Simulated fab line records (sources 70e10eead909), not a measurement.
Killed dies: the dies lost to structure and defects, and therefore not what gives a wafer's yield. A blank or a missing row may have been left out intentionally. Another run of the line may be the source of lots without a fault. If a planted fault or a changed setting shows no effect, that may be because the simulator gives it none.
fab line records	flow nandHarc
record: lots: 11	wafers: 33	lastDay: 33
route steps=1302 shown A_CONTACT@1088 A_BLC@1122 END@1302
lots that met no fault: taken from a fault-free run of the same line
startH: hours from the record's opening day to when the first of the lot's shown wafers began	waitH: hours elapsed since this lot's preceding step	" as in the row above	L1.1+2: one row covering several wafers at once	- no value present, or no start provided	* or withheld: withheld	< > ~ a bound
route shown NAME@n: NAME is a module with steps in the file, n the number in the route of the first one	usual: mean/standard deviation taken from wafers without a fault	same: alike in all rows	chamber/n: place in a boat	sites: the reading at each site	_std_site: the values' standard deviation	_edge_site: the outer-site mean with the inner-site mean subtracted	radiusMm: for every site, how far away it sits from the centre of the wafer	mask NAME#n: copy n	behind: tool/chamber where the wafer was last shaped	hold: why the lot was held/for how many hours/how that ended	device: which transistor (n, p or np) failed to switch	end of line: the route-end tests of the same wafers	step lacking rows: just its recipe	killed: not the wafer's yield, but the dies lost to structure and defects at the first sort	map: dies across one wafer; x = killed, . = not, _ = none there
set.NAME: the setting as run; set.NAME@STEP: as run at that earlier step	model.NAME: the simulator's own value behind a step, which no gauge read
steps of the route over a sample of lots; a table a step, a row a wafer
services: from which hour (startH, from the record's first day; less than 0 if before it) a tool's chamber was out of use, for how many hours, and why
== steps ==
step: NHARC_A_CONTACT_ETCH_136
recipe: sourceW: withheld	pressureMtorr: 20	biasV: 1200	timeS: 311	targetDepthA: 19120	arFlowSccm: withheld	c4f8FlowSccm: withheld	o2FlowSccm: withheld	chemistry: C4F8/O2/Ar
usual: chamberPressureMTorr: 20.000/0.019	oesAirLineAu: 0.999/0.021
lot.wafer	tool	chamber	startH	waitH	chamberPressureMTorr	oesAirLineAu	rfHoursCounterH
L334.4	harCapEtch-02	0	529.58	0.2	20.030	0.974	-
L334.6	"	1	"	"	19.976	0.995	-
L334.5	"	0	"	"	19.998	0.999	-
L336.2	harCapEtch-03	1	543.24	0.2	20.005	0.979	51
L336.4	"	1	"	"	20.013	0.970	-
L336.5	"	1	"	"	19.992	1.001	-
L340.2	harCapEtch-02	0	588.57	0.2	20.014	1.032	103
L340.4	"	1	"	"	19.988	1.025	-
L340.3	"	0	"	"	19.979	1.011	-
L344.2	harCapEtch-01	1	619.06	0.2	19.968	1.009	21
L344.4	"	1	"	"	19.999	0.998	-
L344.5	"	1	"	"	20.010	1.000	-
L343.2	harCapEtch-03	1	620.81	0.2	19.995	1.016	65
L343.3	"	1	"	"	19.963	1.038	-
L343.6	"	0	"	"	20.027	0.992	-
L345.3	harCapEtch-03	1	634.44	0.3	20.022	0.952	-
L345.6	"	1	"	"	20.001	1.001	-
L345.5	"	0	"	"	19.990	1.011	-
L347.2	harCapEtch-03	1	664.53	0.2	20.006	1.004	73
L347.3	"	0	"	"	20.011	0.989	-
L347.6	"	0	"	"	19.994	0.999	-
L352.2	harCapEtch-02	0	705.75	0.2	20.030	0.975	126
L352.1	"	1	"	"	19.946	0.973	126
L352.4	"	1	"	"	19.984	0.988	-
L354.1	harCapEtch-02	0	728.35	0.2	19.983	1.018	130
L354.4	"	0	"	"	19.985	1.001	-
L354.3	"	1	"	"	20.000	0.961	-
L355.2	harCapEtch-03	0	736.19	0.2	19.993	0.963	86
L355.4	"	0	"	"	19.989	0.956	-
L355.6	"	0	"	"	20.028	0.981	-
L356.1	harCapEtch-03	1	738.05	0.2	19.997	1.012	88
L356.4	"	0	"	"	19.991	1.013	-
L356.3	"	1	"	"	19.953	0.986	-
step: NHARC_A_CONTACT_ETCH_139
recipe: sourceW: withheld	pressureMtorr: 20	biasV: 400	timeS: 195	targetDepthA: 8400	arFlowSccm: withheld	c4f8FlowSccm: 11.5	o2FlowSccm: 7.2	chemistry: C4F8/O2/Ar
usual: chamberPressureMTorr: 20.000/0.018	oesAirLineAu: 1.001/0.021
lot.wafer	tool	chamber	startH	waitH	chamberPressureMTorr	oesAirLineAu	rfHoursCounterH
L334.4	harCapEtch-02	0	530.40	0.2	20.017	1.010	-
L334.6	"	1	"	"	20.001	1.021	-
L334.5	"	0	"	"	20.028	1.003	-
L336.2	harCapEtch-03	1	544.06	0.2	19.992	1.004	52
L336.4	"	1	"	"	20.010	0.994	-
L336.5	"	1	"	"	20.013	1.000	-
L340.2	harCapEtch-02	0	589.39	0.2	19.993	1.020	103
L340.4	"	1	"	"	19.960	1.003	-
L340.3	"	0	"	"	20.012	1.003	-
L344.2	harCapEtch-01	1	619.88	0.2	19.982	1.000	21
L344.4	"	1	"	"	19.986	0.969	-
L344.5	"	1	"	"	20.004	1.001	-
L343.2	harCapEtch-03	1	621.62	0.2	19.986	0.958	66
L343.3	"	1	"	"	19.990	1.000	-
L343.6	"	0	"	"	19.981	1.027	-
L345.3	harCapEtch-03	1	635.53	0.3	19.988	1.010	-
L345.6	"	1	"	"	20.000	1.002	-
L345.5	"	0	"	"	19.992	0.987	-
L347.2	harCapEtch-03	1	665.36	0.2	19.995	1.011	74
L347.3	"	0	"	"	19.978	1.019	-
L347.6	"	0	"	"	20.000	1.036	-
L352.2	harCapEtch-02	0	706.57	0.2	20.001	1.007	127
L352.1	"	1	"	"	20.007	1.001	127
L352.4	"	1	"	"	20.011	1.001	-
L354.1	harCapEtch-02	0	729.17	0.2	20.032	0.996	131
L354.4	"	0	"	"	20.034	0.983	-
L354.3	"	1	"	"	20.013	1.030	-
L355.2	harCapEtch-03	0	737.00	0.2	19.983	1.032	87
L355.4	"	0	"	"	19.993	0.983	-
L355.6	"	0	"	"	20.023	1.019	-
L356.1	harCapEtch-03	1	738.87	0.2	20.003	0.978	88
L356.4	"	0	"	"	20.022	0.981	-
L356.3	"	1	"	"	20.021	0.971	-
step: NHARC_A_CONTACT_ETCH_92
recipe: targetDepthA: 400	overEtchFrac: 0.5	timeS: 85.7	ionEnergyEv: 120	ch3fFlowSccm: 50	o2FlowSccm: 30	arFlowSccm: 200	rfW: 500	biasW: 100	chemistry: CH3F/O2
usual: biasW: 100.00/0.29	ch3fFlowSccm: 50.03/0.15	drypumpMotorCurrentA: 5.6/0.51	o2FlowSccm: 29.99/0.094	oesProductAu: 0.95/0.035	rfFwdPowerW: 496.4/1.8	rfVppV: 244.7/2	showerheadPlenumPTorr: 2.48/0.13	throttleValvePct: 20.663/0.0093
lot.wafer	tool	chamber	startH	waitH	biasW	ch3fFlowSccm	drypumpMotorCurrentA	o2FlowSccm	oesProductAu	rfFwdPowerW	rfHoursCounterH	rfVppV	showerheadPlenumPTorr	throttleValvePct
L334.4	rieDiel-04	0	530.88	0.4	100.08	49.86	4.9	29.93	0.92	499.8	-	246.3	2.59	20.652
L334.6	"	1	"	"	99.75	49.87	5.6	30.05	0.90	496.1	-	245.6	2.60	20.665
L334.5	"	3	"	"	100.22	50.09	6.3	29.88	0.92	495.7	-	242.5	2.28	20.661
L336.4	rieDiel-04	0	544.57	0.4	100.25	50.31	4.9	29.95	0.99	495.4	1	246.3	2.59	20.663
L336.2	"	1	"	"	100.35	49.95	5.6	30.01	1.00	495.5	0	246.6	2.60	20.671
L336.5	"	0	"	"	99.74	50.04	4.9	29.97	0.99	496.0	-	246.5	2.59	20.661
L340.4	rieDiel-08	2	589.90	0.4	99.77	49.91	6.3	29.91	0.92	498.0	9	246.4	2.43	20.657
L340.3	"	0	"	"	99.58	49.99	4.9	30.08	0.94	494.9	10	246.8	2.61	20.677
L340.2	"	1	"	"	100.22	50.14	5.7	29.96	0.93	495.9	9	246.3	2.66	20.678
L344.2	rieDiel-04	3	620.45	0.5	100.01	50.05	6.3	29.97	0.92	494.3	14	241.5	2.28	20.674
L344.4	"	0	"	"	99.98	50.06	4.9	29.94	0.93	495.8	15	246.9	2.59	20.664
L344.5	"	2	"	"	99.73	49.99	5.7	29.97	0.92	495.5	-	244.3	2.39	20.667
L343.3	rieDiel-04	0	622.18	0.4	99.81	50.09	4.9	29.98	0.92	496.5	15	245.1	2.59	20.659
L343.2	"	2	"	"	99.80	50.11	5.7	29.96	0.92	495.3	13	244.6	2.39	20.661
L343.6	"	1	"	"	99.94	50.01	5.6	30.15	0.92	493.0	-	246.0	2.59	20.670
L345.3	rieDiel-11	3	636.09	0.5	100.03	50.15	5.4	29.98	1.01	494.0	7	243.0	2.29	20.663
L345.6	"	1	"	"	100.20	50.02	5.4	30.04	1.01	499.6	-	244.3	2.50	20.686
L345.5	"	2	"	"	100.31	50.02	6.4	29.78	1.01	497.6	-	246.5	2.63	20.652
L347.3	rieDiel-04	1	665.92	0.4	100.21	50.13	5.6	29.99	0.92	495.5	23	246.8	2.59	20.665
L347.2	"	3	"	"	100.27	50.05	6.3	29.92	0.93	497.7	22	241.3	2.27	20.674
L347.6	"	1	"	"	99.98	49.96	5.6	30.18	0.91	496.5	-	246.2	2.59	20.669
L352.2	rieDiel-04	3	707.14	0.5	99.80	50.21	6.3	30.01	0.92	496.8	28	242.0	2.27	20.665
L352.4	"	0	"	"	99.85	49.69	4.9	30.21	0.93	495.7	31	244.8	2.58	20.664
L352.1	"	1	"	"	100.17	49.92	5.6	30.03	0.93	494.7	30	246.3	2.59	20.665
L354.1	rieDiel-04	0	729.74	0.5	99.62	49.81	4.9	30.09	0.91	500.6	4	246.8	2.58	20.669
L354.3	"	1	"	"	100.26	50.23	5.6	30.08	0.92	498.2	4	245.1	2.59	20.647
L354.4	"	2	"	"	100.28	50.11	5.6	30.01	0.92	495.1	3	242.5	2.38	20.656
L355.4	rieDiel-08	1	737.53	0.4	99.78	50.11	5.7	29.95	1.01	495.4	1	247.3	2.64	20.663
L355.2	"	2	"	"	99.40	50.10	6.3	30.03	0.99	497.7	2	243.9	2.42	20.646
L355.6	"	1	"	"	99.88	49.95	5.7	30.04	1.00	495.5	-	246.6	2.64	20.654
L356.4	rieDiel-08	0	739.39	0.4	99.68	50.15	4.9	29.85	1.00	499.1	1	246.5	2.59	20.665
L356.1	"	1	"	"	99.91	49.94	5.7	30.07	1.00	496.5	1	245.8	2.64	20.656
L356.3	"	3	"	"	99.42	50.27	5.9	29.91	1.00	496.2	2	241.7	2.29	20.670
step: NHARC_A_BLC_ETCH_17
recipe: targetDepthA: 3900	overEtchFrac: 0.25	timeS: 609.38	ionEnergyEv: 200	n2FlowSccm: 150	h2FlowSccm: 150	arFlowSccm: 0	rfW: 400	biasW: 150	chemistry: N2/H2
usual: biasW: 150.0/0.47	chamberPressureMTorr: 30.000/0.025	drypumpMotorCurrentA: 5.9/0.53	oesProductAu: 1.000/0.0064	rfFwdPowerW: 399.4/1.3	rfVppV: 429.6/3	showerheadPlenumPTorr: 2.00/0.1	throttleValvePct: 14.171/0.0096
lot.wafer	tool	chamber	startH	waitH	biasW	chamberPressureMTorr	drypumpMotorCurrentA	oesProductAu	rfFwdPowerW	rfHoursCounterH	rfVppV	showerheadPlenumPTorr	throttleValvePct
L334.4	rieDiel-05	2	534.41	-	150.2	30.020	6.1	1.003	399.8	7	427.6	1.92	14.165
L334.6	"	1	"	"	150.4	30.020	6.8	0.984	398.9	-	430.9	2.05	14.176
L334.5	"	2	"	"	149.9	29.994	6.1	0.997	399.2	-	427.2	1.92	14.158
L336.4	rieDiel-02	2	548.17	-	150.3	29.969	5.3	0.997	401.3	11	424.9	1.92	14.173
L336.2	"	0	"	"	150.3	30.001	4.8	0.996	399.9	10	426.2	1.89	14.166
L336.5	"	2	"	"	149.9	29.997	5.3	1.001	399.4	-	425.8	1.92	14.168
L340.4	rieDiel-05	2	593.43	-	149.8	29.993	6.1	0.998	401.5	0	427.4	1.92	14.170
L340.2	"	0	"	"	149.8	30.015	6.0	0.997	399.5	0	435.0	2.19	14.156
L340.3	"	1	"	"	150.6	30.004	6.7	0.999	399.0	0	430.8	2.05	14.173
L344.2	rieDiel-05	1	624.09	-	-	-	-	-	-	-	-	-	-
L344.4	"	2	"	"	-	-	-	-	-	-	-	-	-
L344.5	"	3	"	"	-	-	-	-	-	-	-	-	-
L343.3	rieDiel-05	3	625.73	-	-	-	-	-	-	-	-	-	-
L343.2	"	0	"	"	-	-	-	-	-	-	-	-	-
L343.6	"	3	"	"	-	-	-	-	-	-	-	-	-
L345.3	rieDiel-05	3	639.66	-	-	-	-	-	-	-	-	-	-
L345.5	"	2	"	"	-	-	-	-	-	-	-	-	-
L345.6	"	3	"	"	-	-	-	-	-	-	-	-	-
L347.2	rieDiel-02	0	669.44	-	149.1	29.956	4.9	1.004	398.7	9	427.4	1.89	14.176
L347.3	"	1	"	"	149.9	30.026	6.4	1.006	399.8	9	431.4	2.03	14.174
L347.6	"	0	"	"	148.8	29.946	4.9	0.994	399.3	-	427.0	1.89	14.173
L352.2	rieDiel-02	3	710.62	-	150.3	29.993	5.8	1.004	396.6	12	431.3	2.10	14.177
L352.1	"	1	"	"	150.2	29.987	6.4	1.005	397.7	14	431.6	2.02	14.163
L352.4	"	2	"	"	149.9	29.991	5.3	1.001	399.3	14	427.2	1.92	14.172
L354.3	rieDiel-05	1	733.84	-	150.1	29.979	6.8	1.002	396.9	10	430.6	2.05	14.159
L354.4	"	2	"	"	149.5	30.031	6.1	1.003	399.4	10	426.4	1.91	14.183
L354.1	"	3	"	"	150.1	30.021	5.7	1.004	396.9	10	427.3	1.93	14.165
L355.4	rieDiel-05	2	741.50	-	149.4	30.008	6.1	0.992	401.2	11	427.6	1.91	14.177
L355.2	"	0	"	"	149.5	30.002	6.1	0.990	399.6	10	435.8	2.19	14.179
L355.6	"	2	"	"	150.1	30.006	6.1	0.996	400.4	-	427.8	1.91	14.172
L356.4	rieDiel-05	2	742.92	-	150.6	30.003	6.1	1.003	401.1	12	426.7	1.91	14.180
L356.1	"	3	"	"	149.9	29.948	5.7	1.010	400.0	11	429.4	1.93	14.193
L356.3	"	0	"	"	150.2	30.023	6.1	0.990	400.3	10	432.8	2.19	14.159
step: NHARC_END_SORT_01
recipe: tempC: 25
usual: killedAtArray: 55/17	killedAtOther: 1.1/1.4	killedAtPeriphery: 3.9/3	killedDies: 59/17	killedOpen: 3.5/2	killedShort: 2.6/1.6
same: grossDies: 677
lot.wafer	tool	chamber	startH	waitH	killedAtArray	killedAtOther	killedAtPeriphery	killedDies	killedOpen	killedShort
L343.2	prober-01	0	668.54	2.8	673	1	3	677	4	0
L343.3	prober-01	0	669.35	3.1	675	1	1	677	1	2
L343.6	prober-01	0	671.76	4.0	673	2	2	677	3	1
L344.2	prober-02	0	668.58	2.8	673	0	4	677	1	1
L344.4	prober-02	0	670.17	3.4	673	1	3	677	4	4
L344.5	prober-02	0	670.96	3.7	673	0	4	677	1	3
L345.3	prober-02	0	683.77	3.1	673	1	3	677	2	4
L345.5	prober-02	0	685.37	3.7	670	1	6	677	6	4
L345.6	prober-02	0	686.18	4.0	672	2	3	677	5	4
killed by level:class
L343.2 A_BLC:areaEtch=665 A_CHANNEL_HOLE_D1:chamberFilmFlake=4 P_CONTACT:geometricParticle:open=2 P_M0:geometricParticle:open=1 A_ONON_D1:geometricParticle:open=1 A_STAIRCASE:chamberFilmFlake=1 A_SLIT:chamberFilmFlake=1 A_M1:chamberFilmFlake=1
L344.2 A_BLC:areaEtch=624 A_SLIT:chamberFilmFlake=23 A_CHANNEL_HOLE_D2:chamberFilmFlake=12 A_STAIRCASE:chamberFilmFlake=4 P_M1:chamberFilmFlake=3 A_CONTACT:chamberFilmFlake=3 A_CHANNEL_HOLE_D1:chamberFilmFlake=2 A_CHANNEL_FILL_D2:geometricParticle:open=1
L343.3 A_BLC:areaEtch=658 A_CHANNEL_HOLE_D1:chamberFilmFlake=8 A_CONTACT:chamberFilmFlake=2 A_CHANNEL_HOLE_D2:geometricParticle:short=1 A_CHANNEL_FILL_D2:geometricParticle:short=1 A_CHANNEL_FILL_D2:geometricParticle:open=1 P_BONDPAD:chamberFilmFlake=1 A_DECK1_JOINT:chamberFilmFlake=1
L344.4 A_BLC:areaEtch=617 A_SLIT:chamberFilmFlake=31 A_CHANNEL_HOLE_D2:chamberFilmFlake=14 A_DECK1_JOINT:geometricParticle:short=2 A_CHANNEL_FILL_D2:geometricParticle:open=2 P_M1:chamberFilmFlake=2 A_WL_FILL:chamberFilmFlake=2 P_M0:geometricParticle:short=1
L344.5 A_BLC:areaEtch=613 A_SLIT:chamberFilmFlake=33 A_CHANNEL_HOLE_D2:chamberFilmFlake=13 A_CHANNEL_HOLE_D1:chamberFilmFlake=5 P_M1:chamberFilmFlake=2 A_WL_FILL:chamberFilmFlake=2 P_CONTACT:geometricParticle:short=1 A_SOURCE_PLATE:geometricParticle:short=1
L343.6 A_BLC:areaEtch=655 A_CHANNEL_HOLE_D1:chamberFilmFlake=9 A_WL_FILL:chamberFilmFlake=2 THIN_TSV:chamberFilmFlake=2 P_GATE:geometricParticle:open=1 A_SOURCE_PLATE:geometricParticle:open=1 A_ONON_D2:geometricParticle:open=1 A_CHANNEL_FILL_D2:geometricParticle:short=1
L345.3 A_BLC:areaEtch=607 A_SLIT:chamberFilmFlake=28 A_CHANNEL_HOLE_D2:chamberFilmFlake=17 A_STAIRCASE:chamberFilmFlake=5 A_CONTACT:chamberFilmFlake=5 A_CHANNEL_HOLE_D1:chamberFilmFlake=3 A_WL_FILL:chamberFilmFlake=2 P_M0:geometricParticle:open=1
L345.5 A_BLC:areaEtch=605 A_SLIT:chamberFilmFlake=27 A_CHANNEL_HOLE_D2:chamberFilmFlake=12 A_CHANNEL_HOLE_D1:chamberFilmFlake=8 A_CONTACT:chamberFilmFlake=4 A_BONDPAD:chamberFilmFlake=4 A_DECK1_JOINT:geometricParticle:open=2 A_ONON_D2:geometricParticle:short=2
L345.6 A_BLC:areaEtch=601 A_SLIT:chamberFilmFlake=29 A_CHANNEL_HOLE_D2:chamberFilmFlake=11 A_CHANNEL_HOLE_D1:chamberFilmFlake=7 A_CONTACT:chamberFilmFlake=6 A_STAIRCASE:chamberFilmFlake=4 A_CHANNEL_FILL_D2:chamberFilmFlake=3 A_WL_FILL:chamberFilmFlake=3
== services ==
tool	chamber	startH	hours	kind
rieDiel-04	-	509.26	0.9	repair
rieDiel-05	0	513.87	-	clean
rieDiel-05	1	513.87	-	clean
rieDiel-04	2	526.42	5.9	repair
rieDiel-04	-	531.96	9.0	pm
rieDiel-02	-	532.15	0.4	repair
rieDiel-04	2	566.36	3.8	repair
rieDiel-04	-	569.09	5.3	repair
rieDiel-02	-	570.70	9.0	pm
rieDiel-04	3	575.41	3.6	repair
rieDiel-05	-	583.87	9.0	pm
rieDiel-04	-	601.30	0.3	repair
rieDiel-11	-	602.99	0.5	repair
rieDiel-11	-	611.40	9.0	pm
harCapEtch-01	-	616.27	0.9	repair
harCapEtch-02	-	631.68	0.3	repair
rieDiel-04	1	637.52	5.0	repair
rieDiel-08	1	649.11	6.7	repair
rieDiel-05	0	651.53	7.3	repair
rieDiel-02	3	694.85	10.0	repair
rieDiel-05	1	702.89	3.8	repair
rieDiel-04	-	708.96	9.0	pm
rieDiel-05	0	709.48	2.7	repair
rieDiel-08	-	724.64	9.0	pm
== key ==
firstSign: step: NHARC_A_BLC_ETCH_17	reading: toolRecord	direction: missing
effect: step: NHARC_END_SORT_01	reading: killedAtArray	direction: up	sigmas: 37	usual: 55	struck: 673
moreKillsBornAt: NHARC_A_BLC_ETCH_17@rieDiel-05: 5645
metAt NHARC_A_BLC_ETCH_17
struckLots L343,L344,L345
laterRowsLeftOut L343.2,L343.3,L343.6,L344.2,L344.4,L344.5,L345.3,L345.5,L345.6
testerLeftOut L343,L344,L345
notActingAt NHARC_A_CONTACT_ETCH_136,NHARC_A_CONTACT_ETCH_139,NHARC_A_CONTACT_ETCH_92
onsetBetween 593.43 624.09
fault: kind: skippedStepWhole	tool: rieDiel-05	chamber: -	onsetH: 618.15	steps: NHARC_A_BLC_ETCH_17	scope: struckLotsOnly
testerLeftOut: of these lots the tester's yield and bins aren't shown, on N5 and GAA mostly nor the transistor test; their killed dies are dies lost to structure and defects alone, not to doping, threshold or leakage, so they don't give the yield
laterRowsLeftOut: the simulator's readings of these wafers behind a module that went badly wrong aren't trusted and aren't shown, but for the sort
